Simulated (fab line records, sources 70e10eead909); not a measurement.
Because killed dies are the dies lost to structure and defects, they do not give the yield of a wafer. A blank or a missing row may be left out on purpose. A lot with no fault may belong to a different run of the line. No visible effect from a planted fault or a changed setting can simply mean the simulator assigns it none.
fab line records + flow nand-harc
record
- lots=5
- wafers=15
- last-day=33
route steps=1302 shown P_GATE@170 END@1302
lots untouched by any fault: they come from a run of this same line in which no faults occurred
start-h: hours from the record's opening day to when the first of the lot's shown wafers began + wait-h: time in hours since the lot's previous step + " repeats the value in the row above + L1.1+2: a row that stands for several wafers + - no value, or no start was given + * or withheld: withheld + < > ~ a bound
route shown NAME@n: names a module that has steps shown in the file, with the first one's number in the route + usual: mean and standard deviation over wafers with no fault + same: alike in all rows + chamber/n: place in a boat + sites: each site's reading + _std_site: their standard deviation + _edge_site: inner sites' mean taken away from outer sites' mean + radius-mm: how far each site lies from the wafer's centre + mask NAME#n: copy n + behind: the tool/chamber that last shaped the wafer + hold: why the lot went on hold/how many hours it stayed there/how the hold came to an end + device: names the non-switching transistor (n, p or np) + end of line: the tests these same wafers got at the end of their route + a step given without rows: its recipe and nothing more + killed: the dies lost at the first sort to structure and to defects; this is not the yield of the wafer + map: per-die view of a wafer (x killed, . not killed, _ where there is no die)
set.NAME: the setting that was run; set.NAME@STEP: the one run at that earlier step + model.NAME: the simulator's own value behind a step, which no gauge read
lots at some steps of the route; a table a step, a row a wafer
services: a tool's chamber out of use, with start hour (start-h, from the record's first day; less than 0 if before it), hours out, and reason
## steps
# step NHARC_P_GATE_CD_MEAS_46
# recipe
- target-cd-nm=720
- landing-energy-ev=500
# usual
- cd-nm=720.5/1.2
| lot.wafer | tool      | chamber | start-h | wait-h | cd-nm |
|-----------|-----------|---------|---------|--------|-------|
| L329.1    | cd-sem-03 | 0       | 126.90  | -      | 718.9 |
| L329.4    | "         | 0       | "       | "      | 719.9 |
| L329.5    | "         | 0       | "       | "      | 719.7 |
| L331.2    | cd-sem-03 | 0       | 152.52  | -      | 720.9 |
| L331.4    | "         | 0       | "       | "      | 719.5 |
| L331.5    | "         | 0       | "       | "      | 719.4 |
| L334.1    | cd-sem-01 | 0       | 186.06  | -      | 719.4 |
| L334.5    | "         | 0       | "       | "      | 719.5 |
| L334.6    | "         | 0       | "       | "      | 720.1 |
| L345.2    | cd-sem-02 | 0       | 288.33  | -      | 719.7 |
| L345.4    | "         | 0       | "       | "      | 723.1 |
| L345.6    | "         | 0       | "       | "      | 720.0 |
| L349.1    | cd-sem-02 | 0       | 338.77  | -      | 720.1 |
| L349.3    | "         | 0       | "       | "      | 719.3 |
| L349.5    | "         | 0       | "       | "      | 718.4 |
# step NHARC_P_GATE_HARDBAKE_47
# recipe
- temp-c=125
- time-s=80
# step NHARC_P_GATE_DESCUM_48
# recipe
- time-s=3
- o2-flow-sccm=200
- ar-flow-sccm=0
- bias-power-w=0
- chemistry=O2
# usual
- drypump-motor-current-A=5.4/0.36
- mfc-ar-sccm=0.012/0.013
- oes-product-au=1.002/0.007
- rf-vpp-V=57.9/1
- showerhead-plenum-p-Torr=1.92/0.075
- throttle-valve-pct=11.310/0.0093
# same
- bias-power-w=0
| lot.wafer | tool        | chamber | start-h | wait-h | drypump-motor-current-A | mfc-ar-sccm | oes-product-au | rf-hours-counter-h | rf-vpp-V | showerhead-plenum-p-Torr | throttle-valve-pct |
|-----------|-------------|---------|---------|--------|-------------------------|-------------|----------------|--------------------|----------|--------------------------|--------------------|
| L329.1    | rie-diel-09 | 1       | 127.06  | -      | 4.8                     | 0           | 1.008          | 7                  | 58.9     | 1.96                     | 11.320             |
| L329.4    | "           | 2       | "       | "      | 5.3                     | 0.007       | 1.006          | 6                  | 57.0     | 1.91                     | 11.321             |
| L329.5    | "           | 2       | "       | "      | 5.3                     | 0.007       | 1.005          | -                  | 56.7     | 1.91                     | 11.316             |
| L331.4    | rie-diel-09 | 1       | 152.69  | -      | 4.8                     | 0           | 1.000          | 0                  | 57.7     | 1.96                     | 11.317             |
| L331.2    | "           | 3       | "       | "      | 5.7                     | 0.037       | 1.011          | 0                  | 56.1     | 1.81                     | 11.301             |
| L331.5    | "           | 0       | "       | "      | 5.5                     | 0.011       | 0.994          | -                  | 57.9     | 2.01                     | 11.310             |
| L334.1    | rie-diel-09 | 2       | 186.25  | -      | 5.3                     | 0.007       | 0.992          | 1                  | 57.6     | 1.91                     | 11.303             |
| L334.6    | "           | 1       | "       | "      | 4.8                     | 0           | 0.994          | -                  | 58.1     | 1.96                     | 11.323             |
| L334.5    | "           | 2       | "       | "      | 5.3                     | 0.007       | 1.007          | -                  | 58.3     | 1.91                     | 11.333             |
| L345.2    | rie-diel-09 | 2       | 288.51  | -      | 5.3                     | 0.007       | 1.005          | 5                  | 59.4     | 1.90                     | 11.316             |
| L345.4    | "           | 3       | "       | "      | 5.8                     | 0.037       | 0.999          | 4                  | 55.6     | 1.80                     | 11.319             |
| L345.6    | "           | 1       | "       | "      | 4.8                     | 0           | 1.015          | -                  | 58.2     | 1.96                     | 11.304             |
| L349.3    | rie-diel-07 | 0       | 338.93  | -      | 5.9                     | 0.024       | 0.991          | 3                  | 57.1     | 1.98                     | 11.294             |
| L349.1    | "           | 3       | "       | "      | 5.8                     | 0.014       | 1.010          | 2                  | 56.2     | 1.93                     | 11.300             |
| L349.5    | "           | 1       | "       | "      | 5.7                     | 0           | 0.995          | -                  | 58.8     | 1.99                     | 11.309             |
# step NHARC_P_GATE_IMPLANT_49
# recipe
- energy-kev=30
- dose-cm2=3e+15
- tilt-deg=7
# step NHARC_P_GATE_STRIP_111
# recipe
- power-w=1500
- temp-c=110
- time-s=250
- chemistry=N2/H2
# usual
- drypump-motor-current-A=5.3/0.39
- heater-power-w=88/6.5
| lot.wafer | tool            | chamber | start-h | wait-h | drypump-motor-current-A | heater-power-w | rf-hours-counter-h |
|-----------|-----------------|---------|---------|--------|-------------------------|----------------|--------------------|
| L329.1    | plasma-asher-01 | 1       | 127.43  | 0.2    | 4.7                     | 89             | 27                 |
| L329.4    | "               | 0       | "       | "      | 5.6                     | 82             | -                  |
| L329.5    | "               | 0       | "       | "      | 5.7                     | 83             | -                  |
| L331.2    | plasma-asher-01 | 0       | 153.58  | 0.2    | 5.7                     | 82             | 31                 |
| L331.4    | "               | 0       | "       | "      | 5.7                     | 83             | -                  |
| L331.5    | "               | 1       | "       | "      | 4.6                     | 88             | -                  |
| L334.1    | plasma-asher-02 | 1       | 186.65  | 0.2    | 5.4                     | 99             | 21                 |
| L334.5    | "               | 0       | "       | "      | 5.4                     | 88             | -                  |
| L334.6    | "               | 1       | "       | "      | 5.4                     | 100            | -                  |
| L345.2    | plasma-asher-02 | 1       | 288.91  | 0.2    | 5.4                     | 98             | 9                  |
| L345.4    | "               | 0       | "       | "      | 5.4                     | 88             | -                  |
| L345.6    | "               | 0       | "       | "      | 5.4                     | 87             | -                  |
| L349.1    | plasma-asher-01 | 0       | 339.30  | 0.2    | 5.7                     | 82             | 29                 |
| L349.3    | "               | 1       | "       | "      | 4.6                     | 83             | -                  |
| L349.5    | "               | 0       | "       | "      | 5.7                     | 83             | -                  |
# step NHARC_P_GATE_STRIP_75
# recipe
- power-w=1500
- temp-c=250
- chemistry=O2
# usual
- drypump-motor-current-A=5.3/0.38
- heater-power-w=330/24
| lot.wafer | tool            | chamber | start-h | wait-h | drypump-motor-current-A | heater-power-w | rf-hours-counter-h |
|-----------|-----------------|---------|---------|--------|-------------------------|----------------|--------------------|
| L329.1    | plasma-asher-01 | 1       | 127.73  | 0.3    | 4.6                     | 335            | 27                 |
| L329.4    | "               | 0       | "       | "      | 5.7                     | 304            | -                  |
| L329.5    | "               | 0       | "       | "      | 5.7                     | 305            | -                  |
| L331.2    | plasma-asher-01 | 0       | 153.84  | 0.2    | 5.7                     | 299            | 32                 |
| L331.4    | "               | 0       | "       | "      | 5.7                     | 314            | -                  |
| L331.5    | "               | 1       | "       | "      | 4.6                     | 328            | -                  |
| L334.1    | plasma-asher-02 | 1       | 186.91  | 0.2    | 5.4                     | 363            | 22                 |
| L334.5    | "               | 0       | "       | "      | 5.4                     | 328            | -                  |
| L334.6    | "               | 1       | "       | "      | 5.4                     | 374            | -                  |
| L345.2    | plasma-asher-02 | 1       | 289.17  | 0.2    | 5.4                     | 361            | 10                 |
| L345.4    | "               | 0       | "       | "      | 5.4                     | 335            | -                  |
| L345.6    | "               | 0       | "       | "      | 5.4                     | 324            | -                  |
| L349.1    | plasma-asher-01 | 0       | 339.60  | 0.2    | 5.7                     | 305            | 29                 |
| L349.3    | "               | 1       | "       | "      | 4.6                     | 311            | -                  |
| L349.5    | "               | 0       | "       | "      | 5.7                     | 304            | -                  |
# step NHARC_P_GATE_STRIP_50
# recipe
- time-s=900
- temp-c=130
- chemistry=SPM
# step NHARC_P_GATE_DEHYDRATE_51
# recipe
- temp-c=150
- time-s=120
# step NHARC_P_GATE_HMDS_52
# recipe
- time-s=30
# step NHARC_P_GATE_COAT_53
# recipe
- spin-rpm=3000
# step NHARC_P_GATE_SOFTBAKE_54
# recipe
- temp-c=122
- time-s=95
# step NHARC_P_GATE_EBR_55
# step NHARC_P_GATE_EXPOSE_56
# recipe
- na=0.6
- target-cd-nm=720
- dose-mj=14.81
- mask-id=P_PSD
| lot.wafer  | tool           | chamber | start-h | wait-h | mask       |
|------------|----------------|---------|---------|--------|------------|
| L329.1+4+5 | krf-scanner-01 | 0       | 128.50  | -      | P_PSD#0    |
| L331.2+4+5 | krf-scanner-03 | 0       | 154.67  | -      | P_PSD#0    |
| L334.1+5+6 | krf-scanner-01 | 0       | 187.67  | -      | P_PSD_R1#0 |
| L345.2+4+6 | krf-scanner-02 | 0       | 289.93  | -      | P_PSD#0    |
| L349.1+3+5 | krf-scanner-02 | 0       | 340.36  | -      | P_PSD#0    |
# step NHARC_P_GATE_PEB_57
# recipe
- peb-temp-c=118
- peb-time-s=85
# step NHARC_P_GATE_DEVELOP_58
# recipe
- time-s=70
# step NHARC_P_GATE_CD_MEAS_59
# recipe
- target-cd-nm=720
- landing-energy-ev=500
# usual
- cd-nm=720.0/1
| lot.wafer | tool      | chamber | start-h | wait-h | cd-nm |
|-----------|-----------|---------|---------|--------|-------|
| L329.1    | cd-sem-03 | 0       | 128.66  | -      | 719.9 |
| L329.4    | "         | 0       | "       | "      | 722.0 |
| L329.5    | "         | 0       | "       | "      | 719.0 |
| L331.2    | cd-sem-02 | 0       | 154.82  | -      | 720.4 |
| L331.4    | "         | 0       | "       | "      | 718.6 |
| L331.5    | "         | 0       | "       | "      | 719.8 |
| L334.1    | cd-sem-01 | 0       | 187.83  | -      | 712.4 |
| L334.5    | "         | 0       | "       | "      | 711.6 |
| L334.6    | "         | 0       | "       | "      | 711.2 |
| L345.2    | cd-sem-03 | 0       | 290.09  | -      | 718.8 |
| L345.4    | "         | 0       | "       | "      | 718.6 |
| L345.6    | "         | 0       | "       | "      | 720.4 |
| L349.1    | cd-sem-03 | 0       | 340.52  | -      | 719.3 |
| L349.3    | "         | 0       | "       | "      | 720.6 |
| L349.5    | "         | 0       | "       | "      | 718.9 |
# step NHARC_P_GATE_HARDBAKE_60
# recipe
- temp-c=125
- time-s=80
# step NHARC_END_SORT_01
# recipe
- temp-c=25
# usual
- killed-at-array=55/17
- killed-at-other=1.1/1.4
- killed-at-periphery=3.9/3
- killed-dies=59/17
- killed-open=3.5/2
- killed-short=2.6/1.6
# same
- gross-dies=677
| lot.wafer | tool      | chamber | start-h | wait-h | killed-at-array | killed-at-other | killed-at-periphery | killed-dies | killed-open | killed-short |
|-----------|-----------|---------|---------|--------|-----------------|-----------------|---------------------|-------------|-------------|--------------|
| L329.1    | prober-02 | 0       | 591.13  | 2.5    | 73              | 0               | 1                   | 74          | 0           | 3            |
| L329.4    | prober-02 | 0       | 593.51  | 3.4    | 86              | 0               | 3                   | 89          | 6           | 3            |
| L329.5    | prober-02 | 0       | 594.30  | 3.7    | 80              | 0               | 7                   | 87          | 2           | 2            |
| L331.2    | prober-01 | 0       | 611.94  | 2.8    | 41              | 5               | 15                  | 61          | 4           | 1            |
| L331.4    | prober-01 | 0       | 613.55  | 3.4    | 51              | 6               | 11                  | 68          | 3           | 2            |
| L331.5    | prober-01 | 0       | 614.36  | 3.7    | 30              | 4               | 9                   | 43          | 7           | 1            |
| L334.1    | prober-01 | 0       | 635.12  | 2.5    | 77              | 1               | 5                   | 83          | 2           | 1            |
| L334.5    | prober-01 | 0       | 638.33  | 3.7    | 79              | 4               | 9                   | 92          | 7           | 2            |
| L334.6    | prober-01 | 0       | 639.13  | 4.0    | 78              | 0               | 8                   | 86          | 3           | 1            |
| L345.2    | prober-02 | 0       | 737.91  | 2.8    | 75              | 1               | 10                  | 86          | 3           | 6            |
| L345.4    | prober-02 | 0       | 739.54  | 3.4    | 49              | 0               | 12                  | 61          | 4           | 0            |
| L345.6    | prober-02 | 0       | 741.17  | 4.1    | 55              | 0               | 7                   | 62          | 3           | 4            |
| L349.1    | prober-01 | 0       | 788.14  | 2.5    | 56              | 3               | 3                   | 62          | 5           | 3            |
| L349.3    | prober-01 | 0       | 789.75  | 3.1    | 74              | 1               | 4                   | 79          | 3           | 2            |
| L349.5    | prober-01 | 0       | 791.37  | 3.7    | 50              | 1               | 3                   | 54          | 5           | 1            |
# killed by level:class
L329.1 A_CHANNEL_HOLE_D1:chamber-film-flake=26 A_SLIT:chamber-film-flake=24 A_CHANNEL_HOLE_D2:chamber-film-flake=16 A_CONTACT:chamber-film-flake=3 P_CONTACT:geometric-particle:short=1 A_DECK1_JOINT:geometric-particle:short=1 A_BLC:geometric-particle:short=1 A_ZERO_WELL:chamber-film-flake=1
L329.4 A_SLIT:chamber-film-flake=30 A_CHANNEL_HOLE_D2:chamber-film-flake=22 A_CHANNEL_HOLE_D1:chamber-film-flake=18 A_STAIRCASE:chamber-film-flake=5 A_M0:geometric-particle:open=3 A_DECK1_JOINT:geometric-particle:short=2 A_ONON_D2:geometric-particle:open=2 P_M2:chamber-film-flake=2
L329.5 A_SLIT:chamber-film-flake=23 A_CHANNEL_HOLE_D2:chamber-film-flake=22 A_CHANNEL_HOLE_D1:chamber-film-flake=20 A_CONTACT:chamber-film-flake=7 P_GATE:chamber-film-flake=4 A_STAIRCASE:chamber-film-flake=4 P_BONDPAD:chamber-film-flake=2 A_ONON_D1:geometric-particle:open=1
L331.2 A_CHANNEL_HOLE_D2:chamber-film-flake=18 P_GATE:chamber-film-flake=9 A_CONTACT:chamber-film-flake=9 A_SLIT:chamber-film-flake=6 A_CHANNEL_HOLE_D1:chamber-film-flake=5 P_M2:chamber-film-flake=3 THIN_TSV:chamber-film-flake=3 HYBRID_BOND:chamber-film-flake=2
L331.4 A_CHANNEL_HOLE_D2:chamber-film-flake=17 A_CHANNEL_HOLE_D1:chamber-film-flake=11 A_CONTACT:chamber-film-flake=10 P_GATE:chamber-film-flake=5 P_M2:chamber-film-flake=4 A_CHANNEL_FILL_D1:chamber-film-flake=4 A_SLIT:chamber-film-flake=4 THIN_TSV:chamber-film-flake=4
L331.5 A_CHANNEL_HOLE_D2:chamber-film-flake=10 A_CONTACT:chamber-film-flake=5 P_GATE:chamber-film-flake=4 P_M2:chamber-film-flake=3 A_CHANNEL_HOLE_D1:chamber-film-flake=3 P_GATE:geometric-particle:open=2 A_STAIRCASE:chamber-film-flake=2 A_M1:chamber-film-flake=2
L334.1 A_SLIT:chamber-film-flake=34 A_CHANNEL_HOLE_D1:chamber-film-flake=18 A_CHANNEL_HOLE_D2:chamber-film-flake=8 A_STAIRCASE:chamber-film-flake=8 P_GATE:chamber-film-flake=3 A_CONTACT:chamber-film-flake=2 A_BLC:chamber-film-flake=2 P_CONTACT:geometric-particle:open=1
L334.5 A_SLIT:chamber-film-flake=34 A_CHANNEL_HOLE_D1:chamber-film-flake=15 A_CHANNEL_HOLE_D2:chamber-film-flake=9 A_STAIRCASE:chamber-film-flake=6 P_ZERO_WELL:chamber-film-flake=4 THIN_TSV:chamber-film-flake=4 P_GATE:chamber-film-flake=3 A_CONTACT:chamber-film-flake=3
L334.6 A_SLIT:chamber-film-flake=32 A_CHANNEL_HOLE_D1:chamber-film-flake=24 A_STAIRCASE:chamber-film-flake=8 A_CHANNEL_HOLE_D2:chamber-film-flake=5 P_GATE:chamber-film-flake=4 A_DECK1_JOINT:chamber-film-flake=2 A_WL_FILL:chamber-film-flake=2 P_STI:geometric-particle:open=1
L345.2 A_SLIT:chamber-film-flake=35 A_CHANNEL_HOLE_D1:chamber-film-flake=27 A_WL_FILL:geometric-particle:short=3 P_CONTACT:chamber-film-flake=3 P_M2:chamber-film-flake=3 A_STAIRCASE:chamber-film-flake=3 A_WL_FILL:chamber-film-flake=3 P_GATE:chamber-film-flake=2
L345.4 A_SLIT:chamber-film-flake=26 A_CHANNEL_HOLE_D1:chamber-film-flake=16 P_CONTACT:chamber-film-flake=6 P_ZERO_WELL:chamber-film-flake=3 A_STAIRCASE:chamber-film-flake=2 P_GATE:geometric-particle:open=1 A_DECK1_JOINT:geometric-particle:open=1 A_SLIT:geometric-particle:open=1
L345.6 A_SLIT:chamber-film-flake=28 A_CHANNEL_HOLE_D1:chamber-film-flake=12 A_STAIRCASE:chamber-film-flake=5 A_WL_FILL:geometric-particle:short=2 P_CONTACT:chamber-film-flake=2 A_CONTACT:chamber-film-flake=2 P_GATE:geometric-particle:open=1 A_ONON_D1:geometric-particle:open=1
L349.1 A_CHANNEL_HOLE_D2:chamber-film-flake=25 A_CHANNEL_HOLE_D1:chamber-film-flake=9 A_SLIT:chamber-film-flake=6 A_CONTACT:chamber-film-flake=6 THIN_TSV:chamber-film-flake=3 A_DECK1_JOINT:geometric-particle:short=2 A_DECK1_JOINT:geometric-particle:open=2 A_STAIRCASE:chamber-film-flake=2
L349.3 A_CHANNEL_HOLE_D2:chamber-film-flake=34 A_CHANNEL_HOLE_D1:chamber-film-flake=23 A_SLIT:chamber-film-flake=6 A_CONTACT:chamber-film-flake=3 P_GATE:chamber-film-flake=2 A_STAIRCASE:chamber-film-flake=2 A_ONON_D1:geometric-particle:open=1 A_CHANNEL_HOLE_D1:geometric-particle:short=1
L349.5 A_CHANNEL_HOLE_D2:chamber-film-flake=20 A_CHANNEL_HOLE_D1:chamber-film-flake=13 A_SLIT:chamber-film-flake=6 A_ONON_D2:geometric-particle:open=2 A_CHANNEL_FILL_D2:chamber-film-flake=2 A_STAIRCASE:chamber-film-flake=2 A_CONTACT:chamber-film-flake=2 P_CONTACT:geometric-particle:short=1
## services
| tool            | chamber | start-h | hours | kind   |
|-----------------|---------|---------|-------|--------|
| krf-scanner-01  | -       | 103.90  | 3.2   | repair |
| rie-diel-07     | 2       | 104.51  | 5.0   | repair |
| krf-scanner-02  | -       | 111.42  | 0.8   | repair |
| krf-scanner-01  | -       | 114.62  | 0.8   | repair |
| rie-diel-07     | -       | 117.20  | 9.0   | pm     |
| krf-scanner-01  | -       | 140.00  | 4.0   | pm     |
| rie-diel-09     | -       | 143.10  | 9.0   | pm     |
| rie-diel-09     | 0       | 163.07  | 6.6   | repair |
| rie-diel-07     | 1       | 172.11  | 5.1   | repair |
| plasma-asher-01 | -       | 178.44  | 9.0   | pm     |
| plasma-asher-02 | -       | 206.38  | 2.4   | repair |
| plasma-asher-02 | -       | 212.58  | 2.8   | repair |
| krf-scanner-02  | -       | 226.32  | 0.6   | repair |
| rie-diel-09     | 1       | 240.36  | 4.9   | repair |
| rie-diel-09     | 2       | 243.48  | 5.8   | repair |
| plasma-asher-02 | -       | 249.39  | 9.0   | pm     |
| krf-scanner-02  | -       | 266.00  | 4.0   | pm     |
| plasma-asher-01 | -       | 266.46  | 5.2   | repair |
| rie-diel-09     | -       | 270.74  | 13.2  | repair |
| krf-scanner-02  | -       | 299.78  | 0.9   | repair |
| krf-scanner-01  | -       | 312.00  | 4.0   | pm     |
| rie-diel-09     | 1       | 318.38  | 2.7   | repair |
| rie-diel-09     | -       | 320.10  | 9.0   | pm     |
| rie-diel-09     | 2       | 331.54  | 8.0   | repair |
## key
first-sign
- step=NHARC_P_GATE_EXPOSE_56
- reading=mask
- direction=changed
effect
- step=NHARC_P_GATE_CD_MEAS_59
- reading=cd-nm
- direction=down
- sigmas=8.1
- usual=720.0
- struck=711.7
met-at NHARC_P_GATE_EXPOSE_56
struck-wafers L334.1,L334.5,L334.6
tester-left-out L334
onset-between 128.50 187.67
fault
- kind=wrong-mask
- tool=any
- chamber=-
- onset-h=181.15
- steps=NHARC_P_GATE_EXPOSE_56
- aux-copy=P_PSD_R1#0
- cd-offset-nm=-7.8161
- scope=struck-lots-only
# tester-left-out: of these lots the tester's yield and bins aren't shown, on N5 and GAA mostly nor the transistor test; their killed dies are dies lost to structure and defects alone, not to doping, threshold or leakage, so they don't give the yield
